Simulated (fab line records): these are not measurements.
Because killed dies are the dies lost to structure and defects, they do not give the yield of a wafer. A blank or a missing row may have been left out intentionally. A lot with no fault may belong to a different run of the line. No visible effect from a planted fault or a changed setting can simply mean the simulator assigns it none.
fab line records ; flow n5Finfet
record lots=3; wafers=8; lastDay=16
route steps=1938 shown MOL_CONTACT_COAG@620 BEOL_M0_SAQP@632 BEOL_M0@726 BEOL_M4@1111 PASSIVATION@1936
lots untouched by any fault: they come from a run of this same line in which no faults occurred
startH: the number of hours between the record's first day and the start of the first shown wafer of the lot ; waitH: how many hours have passed since the lot's step before this one ; " the same as in the row above ; L1.1+2: a single row standing in for several wafers ; - no value, or no start given ; * or withheld: withheld ; < > ~ a bound
route shown NAME@n: NAME is a module with steps in the file, n the number in the route of the first one ; usual: the fault-free wafers' mean and standard deviation ; same: alike in all rows ; chamber/n: place in a boat ; sites: the reading at each site ; _std_site: the standard deviation of these ; _edge_site: mean of outer sites minus mean of inner sites ; radiusMm: how far each site lies from the wafer's centre ; mask NAME#n: copy n ; behind: the last tool/chamber to shape the wafer ; hold: reason for holding the lot/hours on hold/outcome of the hold ; device: transistor that didn't switch, given as n, p or np ; end of line: the same wafers' tests at the end of the route ; a step with no rows: only its recipe ; killed: dies that structure and defects cost at the first sort, which is not the same as the wafer's yield ; map: a wafer's dies, x killed, . not, _ none there
set.NAME: setting as actually run; set.NAME@STEP: the setting as run at that earlier step ; model.NAME: the simulator's own value behind a step, which no gauge read
lots at selected steps of the route; one table per step, one row per wafer
services: when a tool's chamber went out of use (startH, in hours from the record's first day, below 0 if earlier), for how many hours, and the reason
## steps
# step N5_MOL_CONTACT_COAG_PRECLEAN_138
# recipe chemistry=alkalineClean; tempC=60; timeS=60; doPpb=50
# step N5_MOL_CONTACT_COAG_SRD_139
# recipe dry=ipaMarangoni; timeS=30; tempC=23; rinseLiquid=diw
# step N5_MOL_CONTACT_COAG_PRE_CLEAN_121
# recipe gas=H2/He; timeS=*; tempC=withheld
# step N5_MOL_CONTACT_COAG_CVD_140
# recipe material=W; targetThkA=665; mode=selectiveFill; tempC=300; timeS=215
# step N5_MOL_CONTACT_COAG_PRECLEAN_127
# recipe chemistry=DIW; timeS=57.5; tempC=23
# step N5_MOL_CONTACT_COAG_SRD_128
# recipe dryTimeS=32; dry=n2Spin; spinRpm=1500
# step N5_MOL_CONTACT_COAG_CMP_52
# recipe stopOn=SiO2; tOverpolishS=1.5; postCmpClean=wDiluteNh4oh; downForcePsi=4; platenRpm=50.289; padVelocityMS=1.0006; targetThkNm=66.5
# step N5_MOL_CONTACT_COAG_ANNEAL_112
# recipe tempC=400; timeS=1800; ambient=HPD2; pressureAtm=10
# step N5_BEOL_M0_SAQP_PECVD_00
# recipe material=SiCN; targetThkA=80; tempC=withheld; precursor=3MS/NH3; pressureTorr=3; rfW=202; timeS=14
# usual rfFwdPowerW=198.6/0.99; showerheadPlenumPTorr=3.656/0.014; throttleValvePct=9.2/0.45
lot.wafer;tool;chamber;startH;waitH;rfFwdPowerW;showerheadPlenumPTorr;throttleValvePct;model.SiCN_of_BEOL_M0_SAQP_PECVD_00.thkNm
L536.1;pecvd-04;0;129.05;0.2;197.2;3.635;9.2;8
L536.2;pecvd-04;2;129.05;0.2;198.1;3.657;8.9;8
L536.5;pecvd-04;2;129.05;0.2;197.7;3.653;9.2;8.2
L537.2;pecvd-02;1;140.52;0.2;198.2;3.661;8.9;8
L537.5;pecvd-02;0;140.52;0.2;199.8;3.655;9.1;8.2
L537.6;pecvd-02;2;140.52;0.2;198.2;3.663;9.0;8.2
L549.1;pecvd-04;2;204.83;0.2;199.7;3.665;9.1;13.4
L549.3;pecvd-04;0;204.83;0.2;198.4;3.641;9.1;8
# step N5_BEOL_M0_SAQP_ILD_DEP_01
# recipe material=SiOC; targetThkA=454.19; tempC=350; precursor=DEMS/O2; pressureTorr=5; rfW=500; timeS=8.7
# step N5_BEOL_M0_SAQP_HM_DEP_02
# recipe material=TiN; targetThkA=120; tempC=25; chamberPressurePa=0.49996
# step N5_BEOL_M0_SAQP_PECVD_03
# recipe material=SiCN; targetThkA=120; tempC=withheld; precursor=3MS/NH3; pressureTorr=3; rfW=202; timeS=21.1
# step N5_BEOL_M0_SAQP_PECVD_96
# recipe material=a-Si; targetThkA=450; tempC=350; precursor=SiH4/He; pressureTorr=3; rfW=100; timeS=45.2
# step N5_BEOL_M0_SAQP_PECVD_97
# recipe material=SiNx; targetThkA=230; tempC=350; precursor=SiH4/NH3/N2; pressureTorr=1.5; rfW=300; timeS=19.9
# step N5_BEOL_M0_SAQP_PECVD_04
# recipe material=a-Si; targetThkA=600; tempC=350; precursor=SiH4/He; pressureTorr=3; rfW=100; timeS=60.2
# step N5_BEOL_M0_SAQP_HM_DEP_111
# recipe material=SiO2; targetThkA=120; tempC=400; precursor=SiH4/N2O; pressureTorr=0.75; rfW=275; timeS=7.2
# step N5_BEOL_M0_SAQP_COAT_81
# recipe resist=SOC; tempC=250; timeS=60; spinRpm=1500; resistThkNm=100
# step N5_BEOL_M0_SAQP_COAT_82
# recipe resist=SiARC; tempC=220; timeS=60; spinRpm=1500; resistThkNm=30
# step N5_BEOL_M0_SAQP_COAT_08
# recipe resist=CAR-ArF; spinRpm=1500; resistThkNm=90
# step N5_BEOL_M0_SAQP_EBR_10
# recipe solvent=PGMEA; ebrWidthMm=1.5
# step N5_BEOL_M0_SAQP_SOFTBAKE_09
# recipe tempC=110; timeS=60; resist=CAR-ArF
# step N5_BEOL_M0_SAQP_EXPOSE_11
# recipe maskId=M0_CORE; na=1.35; sourceShape=dipole; sigmaInner=0.538; sigmaOuter=0.738; polarization=te; targetCdNm=42; doseMj=55
# step N5_BEOL_M0_SAQP_PEB_12
# recipe pebTempC=withheld; pebTimeS=60; resist=CAR-ArF
# step N5_BEOL_M0_SAQP_DEVELOP_13
# recipe developTimeS=30; developer=TMAH; resist=CAR-ArF; devTempC=23; rinseLiquid=diw; dry=airSpin
# step N5_BEOL_M0_SAQP_DESCUM_19
# recipe chemistry=O2; timeS=7.9; sourcePowerW=50; biasPowerW=20; pressureMtorr=20; rfFrequencyHz=2.712e+07; tempC=40; resist=CAR-ArF; o2FlowSccm=225
# step N5_BEOL_M0_SAQP_ETCH_83
# recipe chemistry=CF4; target=SiARC; targetDepthA=390; maskMaterial=CAR-ArF; timeS=65; ionEnergyEv=80; pressureMtorr=40; sourceW=545; biasW=36; Ar_flow_sccm=100; cf4FlowSccm=100; ends=cleared
# step N5_BEOL_M0_SAQP_ETCH_84
# recipe chemistry=N2/H2; target=SOC; targetDepthA=1000; overetchA=200; maskMaterial=SiARC; tempC=40; timeS=150; ionEnergyEv=200; pressureMtorr=30; sourceW=840; biasW=150; n2FlowSccm=200; h2FlowSccm=200
# step N5_BEOL_M0_SAQP_STRIP_80
# recipe chemistry=N2/H2; tempC=40; n2FlowSccm=200; h2FlowSccm=200; rfFrequencyHz=6e+07
# step N5_BEOL_M0_SAQP_HM_OPEN_112
# recipe chemistry=CHF3/O2; target=SiO2; stopOn=a-Si; targetDepthA=120; overEtchFrac=1.25; maskMaterial=SOC; timeS=13.5; pressureMtorr=30; sourceW=650; biasW=170; Ar_flow_sccm=200; CHF3_flow_sccm=50; O2_flow_sccm=5; ionEnergyEv=200; ends=endPoint
# step N5_BEOL_M0_SAQP_STRIP_113
# recipe chemistry=CHF3/O2; resist=SiARC; rfFrequencyHz=6e+07
# step N5_BEOL_M0_SAQP_MANDREL_ETCH_20
# recipe targetDepthA=600; chemistry=HBr/Cl2; target=a-Si; stopOn=SiNx; btTimeS=10; maskMaterial=SOC; overEtchFrac=0.5; timeS=30; pressureMtorr=10; icpW=800; biasW=75; HBr_flow_sccm=150; Cl2_flow_sccm=80; ends=endPoint
# step N5_BEOL_M0_SAQP_STRIP_86
# recipe chemistry=N2/H2; powerW=500; tempC=40; pressureMtorr=50; rfFrequencyHz=6e+07; overashFraction=0.3; biasPowerW=28; h2Frac=0.5; n2FlowSccm=300; h2FlowSccm=300
# step N5_BEOL_M0_SAQP_STRIP_115
# recipe chemistry=postEtchResidueRemover; timeS=60; tempC=25; removerPh=withheld; removerWaterWtPct=withheld; removerFluorideWtPct=withheld
# step N5_BEOL_M0_SAQP_SRD_93
# recipe dry=ipaMarangoni; timeS=30; tempC=23; rinseLiquid=diw
# step N5_BEOL_M0_ETCH_109
# recipe chemistry=CH3F/O2; targetDepthA=80; overetchA=24; target=SiCN; timeS=27.4; ionEnergyEv=120; pressureMtorr=30; sourceW=395; biasW=75; Ar_flow_sccm=150; CH3F_flow_sccm=30; O2_flow_sccm=20
# usual drypumpMotorCurrentA=5.46/0.27; oesProductAu=0.66/0.076; rfFwdPowerW=392.6/1.4; rfVppV=297.0/1.7; showerheadPlenumPTorr=1.99/0.074; throttleValvePct=16.26/0.19
lot.wafer;tool;chamber;startH;waitH;drypumpMotorCurrentA;oesProductAu;rfFwdPowerW;rfHoursCounterH;rfVppV;showerheadPlenumPTorr;throttleValvePct;model.etch.depthNm
L536.1;rieDiel-04;1;139.89;0.1;5.92;0.63;394.0;195;294.4;1.91;16.37;8.074
L536.2;rieDiel-04;3;139.89;0.1;5.21;0.64;391.7;157;298.3;1.99;16.20;7.964
L536.5;rieDiel-04;2;139.89;0.1;5.41;0.60;393.6;-;296.7;1.97;16.25;8.183
L537.2;rieDiel-01;0;152.21;0.3;5.35;0.62;394.8;190;298.1;2.07;16.31;7.961
L537.5;rieDiel-01;2;152.21;0.3;5.77;0.64;393.4;-;295.7;1.91;16.44;8.219
L537.6;rieDiel-01;1;152.21;0.3;5.63;0.61;391.4;-;293.9;1.89;16.28;8.132
L549.1;rieDiel-04;2;214.37;0.0;5.40;0.97;392.5;8;297.2;1.96;15.81;10.62
L549.3;rieDiel-04;3;214.37;0.0;5.21;0.63;391.4;188;297.5;1.98;16.27;8.067
# step N5_BEOL_M4_RC_MEAS_101
# usual DIBL_N=36.8/1.9; DIBL_P=36.5/2.1; IOFF_N=0.17/0.038; IOFF_P=0.22/0.039; ION_N=675/12; ION_P=463/7.4; SS_N=71.6/0.71; SS_P=73.4/0.72; VT_N=249/3.3; VT_P=-250/3.3
lot.wafer;tool;chamber;startH;waitH;DIBL_N[mV/V];DIBL_P[mV/V];IOFF_N[nA/um];IOFF_P[nA/um];ION_N[uA/um];ION_P[uA/um];SS_N[mV/dec];SS_P[mV/dec];VT_N[mV];VT_P[mV]
L536.1;prober-01;0;196.91;0.0;36.3;35.8;0.15;0.18;671;461;71.3;73.6;250;-253
L536.2;prober-01;0;196.91;0.0;34.9;34.2;0.13;0.16;673;457;71.6;74.3;253;-253
L536.5;prober-01;0;196.91;0.0;36.0;35.4;0.15;0.18;680;467;71.4;73.3;250;-251
L537.2;prober-02;0;203.72;0.2;38.1;37.3;0.18;0.24;663;455;72.4;74.1;249;-247
L537.5;prober-02;0;203.72;0.2;39.0;37.2;0.20;0.23;668;462;72.3;73.4;245;-250
L537.6;prober-02;0;203.72;0.2;40.0;40.8;0.23;0.31;688;476;72.6;74.4;244;-245
L549.3;prober-02;0;292.90;0.3;36.5;36.2;0.15;0.19;670;456;71.6;73.7;253;-252
# step N5_PASSIVATION_PROBE_49
# usual defectLimitedYield=91.3/1.4; killed_at_M0_to_M3=33/11; killed_at_M4_up=15/6.2; killedAtContacts=13/6.5; killedAtFrontEnd=38/11; killedAtOther=3.4/2.6; killedDies=102/17; killedOnRim=13/4.1; killedOpen=67/12; killedShort=34/7.9; sort_bin_5_function=5.1/0.88; sort_bin_6_memory=3.3/0.65; sort_bin_8_speed=0.00/0.0099; sortNPass=1078/17; sortYieldPct=91.3/1.4
# same grossDies=1180; killedAtBackSide=0; sort_bin_4_leakage[%]=0
lot.wafer;tool;chamber;startH;waitH;defectLimitedYield[%];killed_at_M0_to_M3;killed_at_M4_up;killedAtContacts;killedAtFrontEnd;killedAtOther;killedDies;killedOnRim;killedOpen;killedShort;sort_bin_5_function[%];sort_bin_6_memory[%];sort_bin_8_speed[%];sortNPass;sortYieldPct[%]
L536.1;prober-02;-;310.62;0.0;90.6;52;8;10;37;4;111;16;59;51;5.5;3.4;0;1069;90.6
L536.2;prober-02;-;310.67;0.1;89.7;54;15;19;28;6;122;8;89;31;6.4;3.6;0;1058;89.7
L536.5;prober-02;-;310.82;0.2;87.5;60;23;21;38;5;147;20;95;49;7.6;4.3;0;1033;87.5
L549.1;prober-02;-;392.52;0.0;0;1105;24;14;30;7;1180;152;71;35;96.1;3.5;0;0;0
L549.3;prober-02;-;392.62;0.1;91.3;18;25;18;38;4;103;5;74;28;4.7;3.9;0;1077;91.3
# killed by level:class
L536.1 BEOL_M0_SAQP:geometricParticle:open=15 BEOL_M0_SAQP:geometricParticle:short=11 GATE_CUT:geometricParticle:short=10 MOL_CONTACT_COAG:geometricParticle:open=9 FIN_SAQP:geometricParticle:short=5 BEOL_M2:geometricParticle:short=5 STARTING-WAFER:geometricParticle:short=4 BEOL_M3:geometricParticle:open=4
L536.2 MOL_CONTACT_COAG:geometricParticle:open=17 BEOL_M0_SAQP:geometricParticle:open=15 STI_FIN_REVEAL:geometricParticle:open=13 BEOL_M3:geometricParticle:open=11 BEOL_M0_SAQP:geometricParticle:short=9 BEOL_M2:geometricParticle:open=6 BEOL_M4:geometricParticle:open=4 BEOL_M1:geometricParticle:open=4
L536.5 MOL_CONTACT_COAG:geometricParticle:open=21 STI_FIN_REVEAL:geometricParticle:open=15 BEOL_M2:geometricParticle:open=10 BEOL_M0_SAQP:geometricParticle:short=9 BEOL_M3:geometricParticle:open=9 BEOL_M3:geometricParticle:short=8 BEOL_M4:geometricParticle:open=7 GATE_CUT:geometricParticle:short=6
L549.1 BEOL_M0:areaEtch=1072 BEOL_M4:geometricParticle:open=13 MOL_CONTACT_COAG:geometricParticle:open=12 BEOL_M2:geometricParticle:open=11 GATE_CUT:geometricParticle:open=5 BEOL_M1:geometricParticle:open=5 BEOL_M4:geometricParticle:short=5 BEOL_M0_SAQP:geometricParticle:open=4
L549.3 MOL_CONTACT_COAG:geometricParticle:open=17 BEOL_M4:geometricParticle:open=15 GATE_CUT:geometricParticle:short=11 BEOL_M2:geometricParticle:open=11 GATE_CUT:geometricParticle:open=7 FIN_SAQP:geometricParticle:short=4 FIN_SAQP:geometricParticle:open=4 BEOL_M4:geometricParticle:short=4
# map L549.1 (x killed, . not)
_________________xxxxxxxxxxxx________________
______________xxxxxxxxxxxxxxxxxx_____________
___________xxxxxxxxxxxxxxxxxxxxxxxx__________
__________xxxxxxxxxxxxxxxxxxxxxxxxxx_________
________xxxxxxxxxxxxxxxxxxxxxxxxxxxxxx_______
_______xxxxxxxxxxxxxxxxxxxxxxxxxxxxxxxx______
______xxxxxxxxxxxxxxxxxxxxxxxxxxxxxxxxxx_____
_____xxxxxxxxxxxxxxxxxxxxxxxxxxxxxxxxxxxx____
____xxxxxxxxxxxxxxxxxxxxxxxxxxxxxxxxxxxxxx___
___xxxxxxxxxxxxxxxxxxxxxxxxxxxxxxxxxxxxxxxx__
___xxxxxxxxxxxxxxxxxxxxxxxxxxxxxxxxxxxxxxxx__
__xxxxxxxxxxxxxxxxxxxxxxxxxxxxxxxxxxxxxxxxxx_
__xxxxxxxxxxxxxxxxxxxxxxxxxxxxxxxxxxxxxxxxxx_
_xxxxxxxxxxxxxxxxxxxxxxxxxxxxxxxxxxxxxxxxxxxx
_xxxxxxxxxxxxxxxxxxxxxxxxxxxxxxxxxxxxxxxxxxxx
_xxxxxxxxxxxxxxxxxxxxxxxxxxxxxxxxxxxxxxxxxxxx
_xxxxxxxxxxxxxxxxxxxxxxxxxxxxxxxxxxxxxxxxxxxx
_xxxxxxxxxxxxxxxxxxxxxxxxxxxxxxxxxxxxxxxxxxxx
_xxxxxxxxxxxxxxxxxxxxxxxxxxxxxxxxxxxxxxxxxxxx
_xxxxxxxxxxxxxxxxxxxxxxxxxxxxxxxxxxxxxxxxxxxx
_xxxxxxxxxxxxxxxxxxxxxxxxxxxxxxxxxxxxxxxxxxxx
__xxxxxxxxxxxxxxxxxxxxxxxxxxxxxxxxxxxxxxxxxx_
__xxxxxxxxxxxxxxxxxxxxxxxxxxxxxxxxxxxxxxxxxx_
___xxxxxxxxxxxxxxxxxxxxxxxxxxxxxxxxxxxxxxxx__
___xxxxxxxxxxxxxxxxxxxxxxxxxxxxxxxxxxxxxxxx__
____xxxxxxxxxxxxxxxxxxxxxxxxxxxxxxxxxxxxxx___
_____xxxxxxxxxxxxxxxxxxxxxxxxxxxxxxxxxxxx____
______xxxxxxxxxxxxxxxxxxxxxxxxxxxxxxxxxx_____
_______xxxxxxxxxxxxxxxxxxxxxxxxxxxxxxxx______
________xxxxxxxxxxxxxxxxxxxxxxxxxxxxxx_______
__________xxxxxxxxxxxxxxxxxxxxxxxxxx_________
___________xxxxxxxxxxxxxxxxxxxxxxxx__________
______________xxxxxxxxxxxxxxxxxx_____________
_________________xxxxxxxxxxxx________________
# map L536.5 (x killed, . not)
_________________...x.x......________________
______________.......x.........._____________
___________.........x........x.....__________
__________.......x..x....x.........._________
________...............x.............._______
_______.xxx...x..xx..x..............x..______
______....x.xx..x......x......x........x_____
_____x........x...........x....x.........____
____x......x......x...x.......x.........x.___
___.........x.............................x__
___...............xx.....x..x..x.......x...__
__........x...................x.....x.x....._
__...x....x...x.....xx......................_
_x.......x..x..x.....x......xx.x......x.....x
_.............x....x.....x....x.........x..x.
_.....x...........x..x.x........x.x..xx......
_......................x..x.x.x.......x.....x
_..............x...........x................x
_....x....x......xx.......xx......x...xxx....
_.x.......xx............x........x...........
_..x...x.......x..........x...x..x.....x.....
__.x....x..........x...x............x......._
__..........x...x..........x.x.............._
___..............x....x.....x..............__
___......x.........x..x.........x.......x..__
____x...................x......x.....xx...___
_____.x...............................x..____
______.x...............................x_____
_______......x..........xx.....xx......______
________..x...............x.......x..._______
__________x..x.xx..................._________
___________........x..............x__________
______________.................._____________
_________________......x.....________________
## services
tool;chamber;startH;hours;kind
rieDiel-01;0;130.07;9.3;repair
rieDiel-01;-;130.59;0.9;repair
rieDiel-04;0;165.31;3.0;repair
pecvd-04;-;173.70;14.6;pm
rieDiel-04;2;183.03;-;clean
rieDiel-04;2;183.03;-;consumableReplace:focusRing
rieDiel-04;2;183.03;14.3;scheduledDown
rieDiel-04;2;183.03;14.3;ventCycle
pecvd-02;0;192.04;5.5;scheduledDown
pecvd-02;2;202.38;-;clean
pecvd-02;2;202.38;-;consumableReplace:showerhead
pecvd-02;2;202.38;29.0;scheduledDown
pecvd-02;2;202.38;29.0;ventCycle
## key
firstSign step=N5_PASSIVATION_PROBE_49; reading=sort_bin_5_function; direction=up; sigmas=99+; usual=5.1; struck=96.1
effect step=N5_PASSIVATION_PROBE_49; reading=killed_at_M0_to_M3; direction=up; sigmas=99+; usual=33; struck=1105
modelEffect step=N5_BEOL_M0_SAQP_PECVD_00; value=SiCN_of_BEOL_M0_SAQP_PECVD_00.thkNm; without=8; struck=13.4
modelEffect step=N5_BEOL_M0_ETCH_109; value=etch.depthNm; without=8.076; struck=10.62
moreKillsBornAt N5_BEOL_M0_ETCH_109@rieDiel-04=1072
metAt N5_BEOL_M0_SAQP_PECVD_00
struckWafers L549.1
laterRowsLeftOut L549.1
onsetBetween 129.05 204.83
fault kind=processParameterDrift; tool=pecvd-04; chamber=-; onsetH=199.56; steps=N5_BEOL_M0_SAQP_PECVD_00; channel=timeS; offset=*; shape=step; endH=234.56; scope=struckWafersOnly; actsIn=*; stated=*
# laterRowsLeftOut: the simulator's readings of these wafers behind a module that went badly wrong aren't trusted and aren't shown, but for the sort
